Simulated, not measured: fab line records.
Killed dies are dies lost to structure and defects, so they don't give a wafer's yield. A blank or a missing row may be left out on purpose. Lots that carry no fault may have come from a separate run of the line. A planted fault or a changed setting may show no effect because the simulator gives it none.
fab line records | flow nand-harc
[record] lots = 6 wafers = 18 last-day = 25
route steps=1159 shown A_CHANNEL_HOLE_D1@467 END@1159
lots with no fault: from the same line, run without faults
start-h: start of the lot's first displayed wafer, in hours after the record's first day | wait-h: time in hours since the lot's previous step | " as in the row above | L1.1+2: one row covering several wafers at once | - value missing, or start not given | * or withheld: withheld | < > ~ a bound
route shown NAME@n: NAME is a module with steps in the file, n the number in the route of the first one | usual: the fault-free wafers' mean and standard deviation | same: alike in all rows | chamber/n: place in a boat | sites: each site's reading | _std_site: how widely they spread, as a standard deviation | _edge_site: mean of outer sites minus mean of inner sites | radius-mm: for every site, how far away it sits from the centre of the wafer | mask NAME#n: copy n | behind: the most recent tool/chamber to have shaped the wafer | hold: why the lot went on hold/how many hours it stayed there/how the hold came to an end | device: the transistor (n, p or np) that didn't switch | end of line: tests run on the same wafers once the route is complete | for a step that has no rows: nothing shown but its recipe | killed: count of dies lost to structure and defects at first sort (not the wafer's yield) | map: a wafer's dies, marking killed ones x, the rest . and places with no die _
set.NAME: the setting the step ran with; set.NAME@STEP: the setting that earlier step ran with | model.NAME: the simulator's own value behind a step, which no gauge read
lots seen at some steps along the route; tables by step, rows by wafer
services: the hour from which a tool's chamber was out of use, counted from the record's first day as start-h (under 0 if before that day), plus the number of hours and why
[[steps]]
[step NHARC_A_CHANNEL_HOLE_D1_ETCH_39]
[recipe] target-depth-a = 2600 over-etch-frac = 0.3 time-s = 325 ion-energy-ev = 200 n2-flow-sccm = 150 h2-flow-sccm = 150 ar-flow-sccm = 0 rf-w = 400 bias-w = 150 chemistry = N2/H2
[usual] drypump-motor-current-A = 5.78/0.25 oes-product-au = 1.001/0.013 rf-fwd-power-W = 399.1/1.2 rf-vpp-V = 430.4/2.8 showerhead-plenum-p-Torr = 2.03/0.098 throttle-valve-pct = 14.172/0.0094
// columns lot.wafer tool chamber start-h wait-h drypump-motor-current-A oes-product-au rf-fwd-power-W rf-hours-counter-h rf-vpp-V showerhead-plenum-p-Torr throttle-valve-pct
L449.3 rie-diel-07 1 - - 5.94 1.002 398.2 8 428.0 1.96 14.196
L449.1 " 2 " " 6.06 0.981 401.7 11 431.4 2.06 14.184
L449.6 " 2 " " 6.05 0.990 400.2 - 431.7 2.06 14.159
L458.4 rie-diel-11 0 - - 5.82 1.003 398.7 3 428.2 1.97 14.192
L458.3 " 1 " " 5.85 1.005 397.9 2 432.0 2.09 14.168
L458.5 " 0 " " 5.81 0.993 397.5 - 428.1 1.97 14.169
L459.3 rie-diel-09 3 - - 5.31 0.990 400.5 10 436.3 2.20 14.184
L459.2 " 0 " " 5.81 1.031 398.1 11 435.0 2.20 14.172
L459.4 " 1 " " 5.61 0.991 396.8 11 428.9 1.95 14.169
L466.3 rie-diel-09 0 - - 5.81 1.021 399.3 1 434.1 2.20 14.186
L466.1 " 1 " " 5.62 0.989 398.7 1 428.3 1.95 14.172
L466.6 " 0 " " 5.82 1.017 398.2 - 434.9 2.20 14.165
L469.2 rie-diel-07 3 - - 6.28 0.982 402.1 5 427.3 1.90 14.180
L469.3 " 0 " " 5.62 0.979 399.9 5 430.4 2.03 14.177
L469.5 " 0 " " 5.62 0.964 400.1 - 431.0 2.04 14.178
L471.3 rie-diel-07 2 - - 6.05 0.995 397.7 7 430.5 2.05 14.172
L471.1 " 0 " " 5.63 0.962 399.8 7 430.8 2.03 14.177
L471.6 " 2 " " 6.06 0.993 397.0 - 431.9 2.05 14.176
[step NHARC_A_CHANNEL_HOLE_D1_ETCH_34]
[recipe] target-depth-a = 1540 time-s = 77 cf4-flow-sccm = 100 chf3-flow-sccm = 30 ar-flow-sccm = 0 rf-w = 500 bias-w = 200 chemistry = CF4/CHF3
[usual] drypump-motor-current-A = 5.80/0.26 oes-product-au = 0.950/0.027 rf-fwd-power-W = 496.2/2 rf-vpp-V = 370.1/2.4 showerhead-plenum-p-Torr = 1.56/0.07 throttle-valve-pct = 16.804/0.0094
// columns lot.wafer tool chamber start-h wait-h drypump-motor-current-A oes-product-au rf-fwd-power-W rf-hours-counter-h rf-vpp-V showerhead-plenum-p-Torr throttle-valve-pct
L449.3 rie-diel-07 1 - - 5.93 0.933 496.3 9 369.8 1.51 16.805
L449.1 " 3 " " 6.26 0.928 496.0 9 365.5 1.48 16.824
L449.6 " 3 " " 6.25 0.913 497.0 - 367.2 1.48 16.812
L458.3 rie-diel-11 2 - - 5.50 0.952 494.5 2 368.7 1.50 16.799
L458.4 " 0 " " 5.79 0.979 492.8 3 368.7 1.52 16.803
L458.5 " 3 " " 5.58 0.968 497.5 - 373.4 1.65 16.799
L459.3 rie-diel-09 0 - - 5.81 0.943 495.8 11 373.4 1.69 16.821
L459.4 " 2 " " 5.71 0.910 495.2 10 369.6 1.53 16.814
L459.2 " 3 " " 5.32 0.924 496.4 10 373.4 1.69 16.803
L466.3 rie-diel-09 0 - - 5.78 0.967 493.6 1 374.2 1.69 16.794
L466.1 " 1 " " 5.64 0.954 492.1 1 366.3 1.51 16.798
L466.6 " 0 " " 5.80 0.966 494.4 - 373.6 1.69 16.807
L469.2 rie-diel-07 0 - - 5.63 0.899 499.9 5 370.8 1.57 16.792
L469.3 " 3 " " 6.30 0.912 498.4 5 367.9 1.47 16.812
L469.5 " 2 " " 6.09 0.918 497.0 - 371.0 1.58 16.801
L471.3 rie-diel-07 3 - - 6.28 0.956 494.2 7 367.4 1.47 16.813
L471.1 " 0 " " 5.63 0.933 493.2 7 369.4 1.57 16.814
L471.6 " 3 " " 6.27 0.966 494.1 - 365.5 1.47 16.810
[step NHARC_A_CHANNEL_HOLE_D1_ETCH_16]
[recipe] target-depth-a = 31000 over-etch-frac = 0.3 time-s = 806 ion-energy-ev = 150 o2-flow-sccm = 400 cos-flow-sccm = 20 ar-flow-sccm = 0 rf-w = 500 bias-w = 300 chemistry = O2/COS
[step NHARC_A_CHANNEL_HOLE_D1_CD_MEAS_18]
[usual] cd-nm = 98.3/2.9
// columns lot.wafer tool chamber start-h wait-h cd-nm
L449.1 cd-sem-03 - 185.17 - 99.1
L449.3 " - " " 96.7
L449.6 " - " " 95.1
L458.3 cd-sem-03 - 232.05 - 98.0
L458.4 " - " " 99.2
L458.5 " - " " 97.6
L459.2 cd-sem-01 - 241.08 - 96.8
L459.3 " - " " 97.2
L459.4 " - " " 97.8
L466.1 cd-sem-03 - 272.44 - 98.0
L466.3 " - " " 96.7
L466.6 " - " " 98.7
L469.2 cd-sem-02 - 305.34 - 95.5
L469.3 " - " " 96.4
L469.5 " - " " 99.4
L471.1 cd-sem-01 - 324.56 - 95.4
L471.3 " - " " 96.8
L471.6 " - " " 96.6
[step NHARC_A_CHANNEL_HOLE_D1_ETCH_19]
[recipe] bias-v = 1200 source-w = 2500 pressure-mtorr = 15 time-s = 34.5 ar-flow-sccm = 375 c4f8-flow-sccm = 28.8 o2-flow-sccm = 96.2 temp-c = -20 target-depth-a = * chemistry = C4F8/O2/Ar
[step NHARC_A_CHANNEL_HOLE_D1_ETCH_20]
[recipe] bias-v = 3000 source-w = withheld pressure-mtorr = 20 time-s = 361.9 ar-flow-sccm = 375 c4f8-flow-sccm = 89.3 o2-flow-sccm = 35.7 temp-c = -20 target-depth-a = 16000 chemistry = C4F8/O2/Ar
[usual] c4f8-flow-sccm = 89.29/0.26 drypump-motor-current-A = 5.5/0.47 he-backside-leak-sccm = 5.6/0.65 showerhead-plenum-p-Torr = 3.807/0.012 throttle-valve-pct = 32.155/0.0082
// columns lot.wafer tool chamber start-h wait-h c4f8-flow-sccm drypump-motor-current-A he-backside-leak-sccm rf-hours-counter-h showerhead-plenum-p-Torr throttle-valve-pct
L449.1 har-etch-02 0 185.36 0.1 89.44 5.5 5.0 97 3.829 32.159
L449.3 " 0 " " 89.40 5.6 5.0 - 3.829 32.143
L449.6 " 0 " " 89.28 5.6 5.1 - 3.829 32.159
L458.3 har-etch-01 0 232.33 0.2 89.44 5.3 5.2 - 3.815 32.170
L458.4 " 1 " " 89.05 6.3 6.4 - 3.816 32.162
L458.5 " 1 " " 89.11 6.3 6.7 - 3.815 32.150
L459.2 har-etch-01 1 241.26 0.1 88.78 6.4 6.6 212 3.814 32.155
L459.3 " 1 " " 88.81 6.4 6.5 - 3.813 32.162
L459.4 " 0 " " 89.39 5.3 5.4 - 3.813 32.145
L466.1 har-etch-02 0 275.81 0.1 89.28 5.6 5.1 148 3.800 32.163
L466.3 " 0 " " 89.42 5.5 5.0 - 3.800 32.158
L466.6 " 0 " " 89.08 5.6 5.1 - 3.800 32.157
L469.2 har-etch-02 1 305.52 0.1 89.40 5.0 6.0 159 3.783 32.150
L469.3 " 1 " " 89.82 5.0 6.2 - 3.784 32.165
L469.5 " 0 " " 89.05 5.5 5.1 - 3.794 32.169
L471.1 har-etch-01 1 324.75 0.1 88.98 6.4 6.0 2 3.797 32.163
L471.3 " 1 " " 89.12 6.4 5.8 - 3.797 32.155
L471.6 " 1 " " 89.23 6.4 5.8 - 3.798 32.149
[step NHARC_A_CHANNEL_HOLE_D1_ETCH_21]
[recipe] bias-v = 3000 source-w = withheld pressure-mtorr = 20 time-s = 514.3 ar-flow-sccm = 375 c4f8-flow-sccm = 89.3 o2-flow-sccm = 35.7 temp-c = -20 target-depth-a = 16000 chemistry = C4F8/O2/Ar
[step NHARC_A_CHANNEL_HOLE_D1_ETCH_22]
[recipe] bias-v = 3000 source-w = withheld pressure-mtorr = 20 time-s = 666.7 ar-flow-sccm = 375 c4f8-flow-sccm = 89.3 o2-flow-sccm = 35.7 temp-c = -20 target-depth-a = 16000 chemistry = C4F8/O2/Ar
[usual] c4f8-flow-sccm = 89.26/0.26 drypump-motor-current-A = 5.5/0.48 he-backside-leak-sccm = 5.6/0.65 showerhead-plenum-p-Torr = 3.807/0.012 throttle-valve-pct = 32.155/0.0088
// columns lot.wafer tool chamber start-h wait-h c4f8-flow-sccm drypump-motor-current-A he-backside-leak-sccm rf-hours-counter-h showerhead-plenum-p-Torr throttle-valve-pct
L449.1 har-etch-02 0 186.12 0.4 89.03 5.6 4.8 97 3.828 32.141
L449.3 " 0 " " 89.41 5.5 4.6 - 3.828 32.162
L449.6 " 0 " " 89.03 5.5 5.1 - 3.828 32.153
L458.3 har-etch-01 0 233.17 0.4 89.58 5.3 5.6 - 3.814 32.157
L458.4 " 1 " " 89.80 6.4 6.8 - 3.815 32.162
L458.5 " 1 " " 89.77 6.4 6.9 - 3.815 32.140
L459.2 har-etch-01 1 242.02 0.4 89.35 6.4 6.8 212 3.813 32.166
L459.3 " 1 " " 89.03 6.4 6.6 - 3.813 32.142
L459.4 " 0 " " 89.08 5.3 5.3 - 3.813 32.132
L466.1 har-etch-02 0 276.56 0.4 89.26 5.6 5.1 148 3.800 32.152
L466.3 " 0 " " 89.24 5.6 5.2 - 3.799 32.155
L466.6 " 0 " " 89.30 5.5 5.4 - 3.799 32.165
L469.2 har-etch-02 1 306.27 0.4 89.47 5.0 5.1 159 3.783 32.162
L469.3 " 1 " " 89.47 5.0 5.2 - 3.783 32.147
L469.5 " 0 " " 89.28 5.6 5.2 - 3.794 32.161
L471.1 har-etch-01 1 325.51 0.4 89.15 6.4 6.3 2 3.797 32.144
L471.3 " 1 " " 89.23 6.4 6.3 - 3.797 32.145
L471.6 " 1 " " 88.87 6.4 6.0 - 3.797 32.165
[step NHARC_A_CHANNEL_HOLE_D1_ETCH_23]
[recipe] bias-v = 5000 source-w = withheld pressure-mtorr = 20 time-s = 819 ar-flow-sccm = 375 c4f8-flow-sccm = 89.3 o2-flow-sccm = 35.7 temp-c = -20 target-depth-a = 16000 chemistry = C4F8/O2/Ar
[step NHARC_A_CHANNEL_HOLE_D1_ETCH_24]
[recipe] bias-v = 5000 source-w = withheld pressure-mtorr = 20 time-s = 906.2 ar-flow-sccm = 375 c4f8-flow-sccm = 93.8 o2-flow-sccm = 31.2 temp-c = -20 target-depth-a = 15000 chemistry = C4F8/O2/Ar
[step NHARC_A_CHANNEL_HOLE_D1_ETCH_25]
[recipe] bias-v = 5000 source-w = withheld pressure-mtorr = 20 time-s = 1040.2 ar-flow-sccm = 375 c4f8-flow-sccm = 93.8 o2-flow-sccm = 31.2 temp-c = -20 target-depth-a = 15000 chemistry = C4F8/O2/Ar
[usual] c4f8-flow-sccm = 93.85/0.29 drypump-motor-current-A = 5.5/0.48 he-backside-leak-sccm = 5.6/0.64 showerhead-plenum-p-Torr = 3.801/0.012 throttle-valve-pct = 32.237/0.0083
// columns lot.wafer tool chamber start-h wait-h c4f8-flow-sccm drypump-motor-current-A he-backside-leak-sccm rf-hours-counter-h showerhead-plenum-p-Torr throttle-valve-pct
L449.1 har-etch-02 0 188.14 0.6 94.25 5.5 4.5 99 3.822 32.247
L449.3 " 0 " " 94.14 5.5 4.9 - 3.822 32.239
L449.6 " 0 " " 93.99 5.5 4.6 - 3.822 32.254
L458.3 har-etch-01 0 235.31 0.7 93.48 5.3 5.4 - 3.809 32.249
L458.4 " 1 " " 93.61 6.4 6.4 - 3.809 32.222
L458.5 " 1 " " 94.26 6.3 6.4 - 3.809 32.242
L459.2 har-etch-01 1 244.04 0.6 93.64 6.4 6.7 215 3.807 32.246
L459.3 " 1 " " 93.87 6.4 6.8 - 3.807 32.240
L459.4 " 0 " " 93.81 5.3 5.3 - 3.807 32.240
L466.1 har-etch-02 0 278.58 0.6 94.58 5.5 5.4 151 3.793 32.233
L466.3 " 0 " " 94.08 5.5 5.3 - 3.794 32.233
L466.6 " 0 " " 93.65 5.5 5.1 - 3.793 32.221
L469.2 har-etch-02 1 308.30 0.6 93.80 5.0 5.7 161 3.777 32.248
L469.3 " 1 " " 93.88 5.0 5.5 - 3.777 32.242
L469.5 " 0 " " 94.29 5.5 5.2 - 3.788 32.251
L471.1 har-etch-01 1 327.56 0.6 93.66 6.4 5.9 4 3.791 32.251
L471.3 " 1 " " 93.76 6.4 5.6 - 3.790 32.230
L471.6 " 1 " " 94.01 6.4 5.7 - 3.791 32.244
[step NHARC_A_CHANNEL_HOLE_D1_ETCH_26]
[recipe] bias-v = 300 source-w = 2000 pressure-mtorr = 30 time-s = 224.1 ar-flow-sccm = 375 c4f8-flow-sccm = 11.4 o2-flow-sccm = 113.6 temp-c = -20 target-depth-a = 3000 chemistry = C4F8/O2/Ar
[step NHARC_A_CHANNEL_HOLE_D1_ETCH_33]
[recipe] bias-v = 400 source-w = 2000 pressure-mtorr = 25 time-s = 90 ar-flow-sccm = 375 c4f8-flow-sccm = 41.7 o2-flow-sccm = 83.3 temp-c = -20 target-depth-a = 4000 chemistry = C4F8/O2/Ar
[usual] bias-v = 400/3.7 c4f8-flow-sccm = 41.68/0.13 drypump-motor-current-A = 5.5/0.48 he-backside-leak-sccm = 5.6/0.64 rf-fwd-power-W = 1987/5.8 showerhead-plenum-p-Torr = 3.849/0.012 throttle-valve-pct = 27.619/0.0092
// columns lot.wafer tool chamber start-h wait-h bias-v c4f8-flow-sccm drypump-motor-current-A he-backside-leak-sccm rf-fwd-power-W rf-hours-counter-h showerhead-plenum-p-Torr throttle-valve-pct
L449.1 har-etch-02 0 189.22 0.2 405 41.89 5.5 5.0 1996 100 3.871 27.623
L449.3 " 0 " " 401 42.09 5.5 5.3 1992 - 3.871 27.612
L449.6 " 0 " " 401 41.67 5.5 5.0 1988 - 3.871 27.609
L458.3 har-etch-01 0 236.16 0.2 401 41.56 5.3 5.2 1993 - 3.857 27.627
L458.4 " 1 " " 401 41.73 6.4 6.6 1976 - 3.857 27.623
L458.5 " 1 " " 398 41.65 6.4 6.3 1978 - 3.857 27.607
L459.2 har-etch-01 1 245.12 0.2 403 41.75 6.4 6.5 1988 215 3.855 27.607
L459.3 " 1 " " 401 41.63 6.4 6.1 1985 - 3.855 27.618
L459.4 " 0 " " 402 41.62 5.3 5.5 1993 - 3.855 27.618
L466.1 har-etch-02 0 279.66 0.2 400 41.58 5.5 5.2 1990 151 3.842 27.614
L466.3 " 0 " " 405 41.51 5.6 5.1 1995 - 3.842 27.623
L466.6 " 0 " " 399 41.59 5.5 5.1 1991 - 3.841 27.606
L469.2 har-etch-02 1 309.38 0.2 400 41.64 5.0 5.7 1978 162 3.824 27.617
L469.3 " 1 " " 404 41.72 5.0 7.6 1969 - 3.824 27.627
L469.5 " 0 " " 409 41.84 5.5 5.2 1985 - 3.835 27.624
L471.1 har-etch-01 1 328.64 0.2 400 41.80 6.4 6.0 1986 5 3.839 27.625
L471.3 " 1 " " 397 41.77 6.4 6.1 1989 - 3.838 27.624
L471.6 " 1 " " 396 41.84 6.4 6.1 1995 - 3.839 27.629
[step NHARC_A_CHANNEL_HOLE_D1_STRIP_41]
[recipe] n2-flow-sccm = 150 h2-flow-sccm = 150 ar-flow-sccm = 0 bias-w = 0 chemistry = N2/H2
[step NHARC_A_CHANNEL_HOLE_D1_STRIP_42]
[recipe] cf4-flow-sccm = 100 chf3-flow-sccm = 30 ar-flow-sccm = 0 bias-w = 0 chemistry = CF4/CHF3
[step NHARC_A_CHANNEL_HOLE_D1_STRIP_43]
[recipe] o2-flow-sccm = 400 cos-flow-sccm = 20 ar-flow-sccm = 0 bias-w = 0 chemistry = O2/COS
[step NHARC_A_CHANNEL_HOLE_D1_ETCH_44]
[recipe] target-depth-a = 1400 overetch-a = 140 time-s = 77 ion-energy-ev = 100 cf4-flow-sccm = 80 o2-flow-sccm = 20 ar-flow-sccm = 0 rf-w = 300 bias-w = 100 chemistry = CF4/O2
[step NHARC_A_CHANNEL_HOLE_D1_STRIP_27]
[recipe] o2-flow-sccm = 500 ar-flow-sccm = 0 bias-w = 0 chemistry = O2
[step NHARC_A_CHANNEL_HOLE_D1_PRECLEAN_28]
[recipe] time-s = * temp-c = 50 bath-age-min = 0 chemistry = SC1
[step NHARC_A_CHANNEL_HOLE_D1_SRD_29]
[step NHARC_A_CHANNEL_HOLE_D1_CD_MEAS_30]
[usual] cd-nm = 90.0/1.7
// columns lot.wafer tool chamber start-h wait-h cd-nm
L449.1 cd-sem-01 - 190.92 - 92.4
L449.3 " - " " 93.8
L449.6 " - " " 90.7
L458.3 cd-sem-02 - 237.65 - 91.1
L458.4 " - " " 87.8
L458.5 " - " " 91.6
L459.2 cd-sem-01 - 246.76 0.1 90.8
L459.3 " - " " 90.2
L459.4 " - " " 92.2
L466.1 cd-sem-03 - 281.23 - 88.2
L466.3 " - " " 90.6
L466.6 " - " " 90.5
L469.2 cd-sem-02 - 311.09 - 89.1
L469.3 " - " " 91.2
L469.5 " - " " 88.8
L471.1 cd-sem-01 - 330.18 - 89.9
L471.3 " - " " 91.6
L471.6 " - " " 91.6
[step NHARC_A_CHANNEL_HOLE_D1_XSEM_31]
[recipe] landing-energy-ev = 35000
[usual] bot-cd-nm = 74.5/1.8 bow-nm = 8.6/0.35 tilt-deg = 0.08/0.046
// columns lot.wafer tool chamber start-h wait-h bot-cd-nm bow-nm tilt-deg
L449.1 xsem-02 0 191.02 0.1 77.2 8.6 0.04
L449.3 " 0 " " 77.7 8.5 0.04
L449.6 " 0 " " 75.6 8.5 0.04
L458.3 xsem-02 0 237.75 0.1 74.4 9.4 0.06
L458.4 " 0 " " 72.1 9.4 0.06
L458.5 " 0 " " 76.3 9.4 0.06
L458.3 xsem-02 0 - - 74.5 - 0.14
L458.4 " 0 " " 71.7 - 0.14
L458.5 " 0 " " 75.9 - 0.14
L459.2 xsem-02 0 246.86 0.1 74.9 8.6 0.12
L459.3 " 0 " " 74.2 8.6 0.12
L459.4 " 0 " " 76.8 8.5 0.12
L459.2 xsem-02 0 - - 74.8 - 0.12
L459.3 " 0 " " 73.9 - 0.12
L459.4 " 0 " " 76.7 - 0.12
L466.1 xsem-01 0 281.33 0.1 73.4 8.5 0.15
L466.3 " 0 " " 75.9 8.6 0.15
L466.6 " 0 " " 76.0 8.5 0.15
L469.2 xsem-01 0 311.17 0.1 73.8 8.3 0.14
L469.3 " 0 " " 76.7 8.4 0.14
L469.5 " 0 " " 73.7 8.4 0.14
L471.1 xsem-02 0 330.27 0.1 74.3 8.2 0.14
L471.3 " 0 " " 75.2 8.2 0.14
L471.6 " 0 " " 75.5 8.2 0.14
[step NHARC_A_CHANNEL_HOLE_D1_INSPECT_40]
[usual] raw-defect-count = 59/17
// columns lot.wafer tool chamber start-h wait-h raw-defect-count
L449.1 defect-inspect-02 - 191.11 - 29
L449.3 " - " " 46
L449.6 " - " " 55
L458.3 defect-inspect-01 - 242.55 - 70
L458.4 " - " " 62
L458.5 " - " " 62
L459.2 defect-inspect-02 - 251.00 - 75
L459.3 " - " " 93
L459.4 " - " " 45
L466.1 defect-inspect-01 - 281.43 - 55
L466.3 " - " " 83
L466.6 " - " " 57
L469.2 defect-inspect-01 - 311.27 - 46
L469.3 " - " " 61
L469.5 " - " " 46
L471.1 defect-inspect-02 - 330.37 - 60
L471.3 " - " " 32
L471.6 " - " " 60
[step NHARC_END_SORT_01]
[recipe] temp-c = 25
[usual] killed-at-array = 24/8.7 killed-at-other = 0.8/1.2 killed-at-periphery = 3.6/2.3 killed-dies = 28/8.9 killed-open = 3.2/1.9 killed-short = 2.0/1.6
[same] gross-dies = 677
// columns lot.wafer tool chamber start-h wait-h killed-at-array killed-at-other killed-at-periphery killed-dies killed-open killed-short
L449.1 prober-01 0 464.62 2.5 16 0 5 21 5 2
L449.3 prober-01 0 466.21 3.1 22 1 5 28 5 6
L449.6 prober-01 0 468.60 4.0 20 1 0 21 1 0
L459.2 prober-01 0 526.83 2.8 26 0 3 29 6 3
L459.3 prober-01 0 527.62 3.1 28 0 3 31 7 0
L459.4 prober-01 0 528.41 3.4 25 0 3 28 0 4
// killed by level:class
L449.1 A_SLIT:chamber-film-flake=8 P_GATE:geometric-particle:open=3 A_WL_FILL:chamber-film-flake=2 P_M0:geometric-particle:short=1 A_CHANNEL_FILL_D1:geometric-particle:open=1 A_WL_FILL:geometric-particle:open=1 A_CONTACT:geometric-particle:short=1 P_STI:chamber-film-flake=1
L449.3 A_SLIT:chamber-film-flake=7 A_STAIRCASE:chamber-film-flake=4 A_CHANNEL_HOLE_D1:chamber-film-flake=3 P_GATE:geometric-particle:open=2 A_CHANNEL_FILL_D1:geometric-particle:short=2 A_WL_FILL:chamber-film-flake=2 P_STI:geometric-particle:open=1 P_GATE:geometric-particle:short=1
L449.6 A_STAIRCASE:chamber-film-flake=7 A_SLIT:chamber-film-flake=6 A_CHANNEL_HOLE_D1:chamber-film-flake=4 A_WL_FILL:chamber-film-flake=2 A_SOURCE_PLATE:geometric-particle:open=1 THIN_TSV:chamber-film-flake=1
L459.2 A_CHANNEL_HOLE_D1:chamber-film-flake=8 A_STAIRCASE:chamber-film-flake=7 A_CONTACT:chamber-film-flake=4 A_CHANNEL_FILL_D1:geometric-particle:open=2 P_GATE:geometric-particle:short=1 P_M0:geometric-particle:open=1 A_ONON_D1:geometric-particle:short=1 A_SGD_CUT:geometric-particle:open=1
L459.3 A_CHANNEL_HOLE_D1:chamber-film-flake=12 A_CONTACT:chamber-film-flake=7 A_CONTACT:geometric-particle:open=2 A_M0:geometric-particle:open=2 A_STAIRCASE:chamber-film-flake=2 P_GATE:geometric-particle:open=1 A_SGD_CUT:geometric-particle:open=1 A_WL_FILL:geometric-particle:open=1
L459.4 A_CHANNEL_HOLE_D1:chamber-film-flake=9 A_STAIRCASE:chamber-film-flake=8 A_CONTACT:chamber-film-flake=4 A_CHANNEL_FILL_D1:geometric-particle:short=2 P_BONDPAD:chamber-film-flake=2 P_STI:geometric-particle:short=1 A_ONON_D1:geometric-particle:short=1 A_WL_FILL:chamber-film-flake=1
[[services]]
// columns tool chamber start-h hours kind
rie-diel-09 2 164.67 4.8 repair
rie-diel-07 0 179.41 14.2 repair
rie-diel-07 1 182.70 - clean
rie-diel-09 - 186.22 0.4 repair
rie-diel-11 - 189.50 9.0 pm
har-etch-01 - 195.31 10.2 repair
rie-diel-11 - 203.96 0.5 repair
rie-diel-11 3 208.09 6.0 repair
rie-diel-07 - 228.20 9.0 pm
xsem-02 - 249.27 1.6 repair
rie-diel-09 - 254.10 9.0 pm
rie-diel-11 1 255.79 5.6 repair
rie-diel-09 3 291.52 14.5 repair
rie-diel-11 2 293.77 1.6 repair
rie-diel-07 1 296.98 9.8 repair
xsem-02 - 302.00 14.0 pm
har-etch-01 - 305.00 17.0 pm
har-etch-01 0 305.00 17.0 vent-cycle
har-etch-01 1 305.00 17.0 vent-cycle
rie-diel-11 2 307.73 12.1 repair
har-etch-01 0 322.00 - clean
har-etch-01 0 322.00 - consumable-replace:focus-ring
har-etch-01 1 322.00 - clean
har-etch-01 1 322.00 - consumable-replace:focus-ring
[[key]]
[first-sign] step = NHARC_A_CHANNEL_HOLE_D1_XSEM_31 reading = visit direction = added
effect none on later readings
met-at NHARC_A_CHANNEL_HOLE_D1_ETCH_33
struck-wafers L458.3,L459.4
tester-left-out L458,L459
[fault] kind = process-parameter-drift tool = har-etch-01 chamber = 0 onset-h = 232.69 steps = NHARC_A_CHANNEL_HOLE_D1_ETCH_33 channel = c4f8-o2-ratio offset = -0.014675 shape = step end-h = 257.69 acts-in = these-recipes-only stated = 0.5
// tester-left-out: of these lots the tester's yield and bins aren't shown, on N5 and GAA mostly nor the transistor test; their killed dies are dies lost to structure and defects alone, not to doping, threshold or leakage, so they don't give the yield
